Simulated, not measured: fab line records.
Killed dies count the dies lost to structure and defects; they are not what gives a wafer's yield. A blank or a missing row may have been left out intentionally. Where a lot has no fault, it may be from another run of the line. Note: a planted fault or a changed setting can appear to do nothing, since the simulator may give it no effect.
Which tool did it? -- flow nand_harc -- 24 lots, 72 wafers sampled, at 5 steps of a route of 1159

== WHAT THE GAUGES SHOWED, per wafer ==
NHARC_P_M1_INSPECT_27.
lot,measured,on,raw_defect_count
L074,day 6 02:27,defect_inspect-01,299 224 265
L075,day 6 10:55,defect_inspect-01,283 313 252
L076,day 6 12:13,defect_inspect-01,269 382 401
L077,day 6 19:13,defect_inspect-02,354 287 232
L078,day 7 05:03,defect_inspect-01,422 517 403
L079,day 7 13:05,defect_inspect-01,280 337 386
L080,day 7 16:03,defect_inspect-02,433 399 283
L081,day 8 01:19,defect_inspect-01,572 312 371
L082,day 8 01:33,defect_inspect-01,307 190 287
L083,day 8 13:19,defect_inspect-02,179 327 186
L084,day 8 13:54,defect_inspect-02,481 315 498
L085,day 9 03:20,defect_inspect-02,274 244 372
L087,day 9 04:26,defect_inspect-01,563 348 703
L086,day 9 04:56,defect_inspect-01,213 414 271
L088,day 9 13:46,defect_inspect-02,159 316 285
L089,day 10 03:50,defect_inspect-01,257 429 361
L090,day 10 06:13,defect_inspect-01,269 320 292
L091,day 10 06:36,defect_inspect-02,468 604 416
L092,day 10 16:21,defect_inspect-01,257 261 254
L093,day 11 00:12,defect_inspect-02,202 386 297
L094,day 11 00:38,defect_inspect-02,723 393 346
L096,day 11 10:13,defect_inspect-01,272 402 489
L095,day 11 10:34,defect_inspect-02,185 314 135
L097,day 11 13:49,defect_inspect-01,421 380 418

== WHAT TOOL EACH LOT RAN ON (gives the tool, then ch and the chambers of the sampled wafers, and finally the start) ==
lot,NHARC_P_CONTACT_CVD_23,NHARC_P_M0_ETCH_15,NHARC_P_M0_DEP_32,NHARC_P_M1_ETCH_28
L074,"cvd_w-02 ch 0,1, day 5 22:07 or earlier","rie_diel-12 ch 0,2, day 5 22:07 or earlier","pecvd-02 ch 0, day 5 22:07","rie_diel-05 ch 2,3, day 6 02:27 or earlier"
L075,"cvd_w-02 ch 0,1, day 6 06:59 or earlier","rie_diel-12 ch 0,1,2, day 6 06:59 or earlier","pecvd-03 ch 0,2, day 6 06:59","rie_diel-09 ch 1,2,3, day 6 10:55 or earlier"
L076,"cvd_w-02 ch 0,1, day 6 07:48 or earlier","rie_diel-10 ch 1,2,3, day 6 07:48 or earlier","pecvd-02 ch 1,2, day 6 07:48","rie_diel-05 ch 1,2, day 6 12:13 or earlier"
L077,"cvd_w-02 ch 0,1, day 6 15:17 or earlier","rie_diel-12 ch 0,2,3, day 6 15:17 or earlier","pecvd-03 ch 0,2, day 6 15:17","rie_diel-09 ch 1,2, day 6 19:13 or earlier"
L078,"cvd_w-01 ch 0,1, day 7 01:09 or earlier","rie_diel-10 ch 1,2,3, day 7 01:09 or earlier","pecvd-02 ch 1,2, day 7 01:09","rie_diel-09 ch 0,1,3, day 7 05:03 or earlier"
L079,"cvd_w-01 ch 0,1, day 7 09:04 or earlier","rie_diel-10 ch 0,2,3, day 7 09:04 or earlier","pecvd-04 ch 1,2, day 7 09:04","rie_diel-05 ch 0,1,3, day 7 13:05 or earlier"
L080,"cvd_w-01 ch 0,1, day 7 12:10 or earlier","rie_diel-10 ch 1,2,3, day 7 12:10 or earlier","pecvd-03 ch 1,2, day 7 12:10","rie_diel-09 ch 0,1,3, day 7 16:03 or earlier"
L081,"cvd_w-01 ch 0, day 7 21:00 or earlier","rie_diel-12 ch 0,1, day 7 21:00 or earlier","pecvd-03 ch 2, day 7 21:00","rie_diel-09 ch 0,1,2, day 8 01:19 or earlier"
L082,"cvd_w-02 ch 0,1, day 7 21:32 or earlier","rie_diel-12 ch 0,3, day 7 21:32 or earlier","pecvd-04 ch 0,1,2, day 7 21:32","rie_diel-02 ch 0,1, day 8 01:33 or earlier"
L083,"cvd_w-02 ch 0,1, day 8 09:17 or earlier","rie_diel-04 ch 0,1,3, day 8 09:17 or earlier","pecvd-03 ch 1,2, day 8 09:17","rie_diel-09 ch 1,2,3, day 8 13:19 or earlier"
L084,"cvd_w-01 ch 0,1, day 8 09:45 or earlier","rie_diel-12 ch 1,2,3, day 8 09:45 or earlier","pecvd-04 ch 0,1,2, day 8 09:45","rie_diel-02 ch 0,1,2, day 8 13:54 or earlier"
L085,"cvd_w-02 ch 0,1, day 8 23:19 or earlier","rie_diel-10 ch 1,2,3, day 8 23:19 or earlier","pecvd-04 ch 0,1,2, day 8 23:19","rie_diel-05 ch 0,2,3, day 9 03:20 or earlier"
L087,"cvd_w-02 ch 0,1, day 9 00:31 or earlier","rie_diel-04 ch 1,3, day 9 00:31 or earlier","pecvd-02 ch 0,1,2, day 9 00:31","rie_diel-02 ch 0,1,3, day 9 04:26 or earlier"
L086,"cvd_w-02 ch 0,1, day 9 00:55 or earlier","rie_diel-10 ch 0,3, day 9 00:55 or earlier","pecvd-02 ch 1,2, day 9 00:55","rie_diel-02 ch 0,2, day 9 04:56 or earlier"
L088,"cvd_w-01 ch 0,1, day 9 09:52 or earlier","rie_diel-04 ch 0,2,3, day 9 09:52 or earlier","pecvd-03 ch 0,1,2, day 9 09:52","rie_diel-05 ch 0,1,3, day 9 13:46 or earlier"
L089,"cvd_w-02 ch 0,1, day 9 23:42 or earlier","rie_diel-04 ch 0,1,2, day 9 23:42 or earlier","pecvd-02 ch 0,2, day 9 23:42","rie_diel-09 ch 0,1, day 10 03:50 or earlier"
L090,"cvd_w-01 ch 0,1, day 10 02:24 or earlier","rie_diel-12 ch 1,2,3, day 10 02:24 or earlier","pecvd-03 ch 0,1,2, day 10 02:24","rie_diel-05 ch 0,1,3, day 10 06:13 or earlier"
L091,"cvd_w-02 ch 0,1, day 10 02:34 or earlier","rie_diel-04 ch 0,2, day 10 02:34 or earlier","pecvd-02 ch 0,1,2, day 10 02:34","rie_diel-09 ch 1,2,3, day 10 06:36 or earlier"
L092,"cvd_w-01 ch 0,1, day 10 12:23 or earlier","rie_diel-10 ch 0,3, day 10 12:23 or earlier","pecvd-02 ch 0,1, day 10 12:23","rie_diel-09 ch 0,3, day 10 16:21 or earlier"
L093,"cvd_w-01 ch 0,1, day 10 20:02 or earlier","rie_diel-10 ch 1,2,3, day 10 20:02 or earlier","pecvd-03 ch 0,1, day 10 20:02","rie_diel-09 ch 1,2,3, day 11 00:12 or earlier"
L094,"cvd_w-01 ch 0,1, day 10 20:32 or earlier","rie_diel-04 ch 2,3, day 10 20:32 or earlier","pecvd-02 ch 0,1,2, day 10 20:32","rie_diel-05 ch 0,2, day 11 00:38 or earlier"
L096,"cvd_w-01 ch 0,1, day 11 06:10 or earlier","rie_diel-12 ch 0,2,3, day 11 06:10 or earlier","pecvd-04 ch 0,1,2, day 11 06:10","rie_diel-09 ch 1,2,3, day 11 10:13 or earlier"
L095,"cvd_w-01 ch 0,1, day 11 06:28 or earlier","rie_diel-12 ch 0,2,3, day 11 06:28 or earlier","pecvd-04 ch 0,2, day 11 06:28","rie_diel-02 ch 1,2,3, day 11 10:34 or earlier"
L097,"cvd_w-02 ch 0,1, day 11 09:49 or earlier","rie_diel-12 ch 1,3, day 11 09:49 or earlier","pecvd-03 ch 0,1, day 11 09:49","rie_diel-09 ch 0,1,2, day 11 13:49 or earlier"
- NHARC_P_CONTACT_CVD_23: deposits W, target thk 200 nm, time 557 s.
- NHARC_P_M0_ETCH_15: etches the open film in C4F8/Ar, target depth 150 nm, overetch 15 nm, time 82.5 s.
- NHARC_P_M0_DEP_32: deposits SiCN, target thk 30 nm.
- NHARC_P_M1_ETCH_28: etches the open film in CF4/N2, target depth 30 nm, time 72.99 s.

== AS READ BY THE TOOLS THEMSELVES (means over the sampled wafers that have a number; for cases with no such wafer, the mark the record gives instead) ==
NHARC_P_CONTACT_CVD_23.
lot,tool,heater_power_w (W),throttle_valve_pct (%)
L074,cvd_w-02,556,7.7
L075,cvd_w-02,549,7.7
L076,cvd_w-02,558,7.7
L077,cvd_w-02,548,7.8
L078,cvd_w-01,460,8.3
L079,cvd_w-01,453,8.3
L080,cvd_w-01,460,8.4
L081,cvd_w-01,458,8.2
L082,cvd_w-02,541,7.7
L083,cvd_w-02,548,7.7
L084,cvd_w-01,458,8.4
L085,cvd_w-02,531,7.6
L087,cvd_w-02,533,7.7
L086,cvd_w-02,547,7.5
L088,cvd_w-01,457,8.5
L089,cvd_w-02,533,7.3
L090,cvd_w-01,453,8.4
L091,cvd_w-02,547,7.5
L092,cvd_w-01,461,8.4
L093,cvd_w-01,457,8.3
L094,cvd_w-01,456,8.4
L096,cvd_w-01,460,8.4
L095,cvd_w-01,454,8.3
L097,cvd_w-02,521,7.3

NHARC_P_M0_ETCH_15.
lot,tool,oes_product_au (a.u.),rf_vpp_V (V)
L074,rie_diel-12,0.980,443.3
L075,rie_diel-12,0.983,442.1
L076,rie_diel-10,0.918,442.1
L077,rie_diel-12,0.927,441.5
L078,rie_diel-10,0.921,441.1
L079,rie_diel-10,0.964,441.3
L080,rie_diel-10,0.923,441.4
L081,rie_diel-12,0.935,442.5
L082,rie_diel-12,0.921,442.6
L083,rie_diel-04,0.933,440.9
L084,rie_diel-12,0.930,439.9
L085,rie_diel-10,0.959,441.1
L087,rie_diel-04,0.960,441.3
L086,rie_diel-10,0.965,440.1
L088,rie_diel-04,0.922,441.0
L089,rie_diel-04,0.954,439.7
L090,rie_diel-12,0.979,439.4
L091,rie_diel-04,0.959,440.5
L092,rie_diel-10,0.967,440.1
L093,rie_diel-10,0.965,441.6
L094,rie_diel-04,0.938,440.1
L096,rie_diel-12,0.957,440.8
L095,rie_diel-12,0.964,440.8
L097,rie_diel-12,0.969,440.3

NHARC_P_M0_DEP_32.
lot,tool,heater_power_w (W),showerhead_vpp_V (V)
L074,pecvd-02,679,1313
L075,pecvd-03,596,1388
L076,pecvd-02,655,1276
L077,pecvd-03,589,1387
L078,pecvd-02,629,1253
L079,pecvd-04,653,1326
L080,pecvd-03,612,1237
L081,pecvd-03,591,1393
L082,pecvd-04,584,1357
L083,pecvd-03,625,1303
L084,pecvd-04,618,1351
L085,pecvd-04,635,1347
L087,pecvd-02,648,1291
L086,pecvd-02,623,1243
L088,pecvd-03,595,1301
L089,pecvd-02,631,1308
L090,pecvd-03,569,1296
L091,pecvd-02,654,1288
L092,pecvd-02,676,1312
L093,pecvd-03,605,1234
L094,pecvd-02,645,1276
L096,pecvd-04,650,1347
L095,pecvd-04,670,1390
L097,pecvd-03,569,1311

NHARC_P_M1_ETCH_28.
lot,tool,drypump_motor_current_A (A),oes_product_au (a.u.),rf_vpp_V (V),showerhead_plenum_p_Torr (Torr),throttle_valve_pct (%)
L074,rie_diel-05,6.0,1.005,316.1,2.76,19.791
L075,rie_diel-09,5.7,0.988,314.5,2.69,19.789
L076,rie_diel-05,5.4,0.999,315.5,2.70,19.791
L077,rie_diel-09,5.9,1.000,315.0,2.65,19.796
L078,rie_diel-09,5.6,0.994,314.5,2.71,19.787
L079,rie_diel-05,5.7,1.001,316.5,2.74,19.800
L080,rie_diel-09,5.6,0.983,315.6,2.71,19.794
L081,rie_diel-09,5.8,0.991,315.6,2.67,19.797
L082,rie_diel-02,5.1,0.989,313.8,2.54,19.793
L083,rie_diel-09,5.7,0.995,314.7,2.68,19.794
L084,rie_diel-02,5.6,1.003,313.5,2.60,19.791
L085,rie_diel-05,5.8,1.003,316.5,2.77,19.789
L087,rie_diel-02,5.6,0.997,314.7,2.64,19.803
L086,rie_diel-02,5.9,1.003,312.7,2.60,19.790
L088,rie_diel-05,5.7,1.011,316.6,2.74,19.784
L089,rie_diel-09,5.6,0.990,315.3,2.69,19.794
L090,rie_diel-05,5.7,1.013,316.6,2.74,19.799
L091,rie_diel-09,5.7,0.992,314.5,2.68,19.797
L092,rie_diel-09,5.5,0.995,315.2,2.76,19.795
L093,rie_diel-09,5.7,0.992,315.0,2.68,19.796
L094,rie_diel-05,5.6,0.985,317.0,2.79,19.790
L096,rie_diel-09,5.7,0.989,314.8,2.68,19.792
L095,rie_diel-02,6.1,1.012,316.3,2.70,19.789
L097,rie_diel-09,5.8,0.993,314.9,2.67,19.795

== THE ANSWER, worked out from the rows above alone ==
Rule: what is usual is taken from the lots themselves. Put in order of their means at a reading, lots are off if they are a third of the lots or fewer, leave a main group of 4 or more, and stand apart from it by a gap of 3 or more times the standard deviation of the main group's means; of several such gaps the widest counts. A main group is skipped when, at the precision printed for the reading in the tables above, its means are all equal. Also off: a lot with no number at a reading for which 4 or more lots have one. All remaining lots with rows at the step are treated as sound. Order of review: gauges by route order, followed by the tools' own readings, for which a lot's mean as printed above is used. The first step at which some lot is off is used, and at that step the reading that is off furthest; a lot without a number counts as furthest.
No lot is off at any reading shown: from this, nothing can be told.

== WHAT THE SIMULATOR PUT IN ==
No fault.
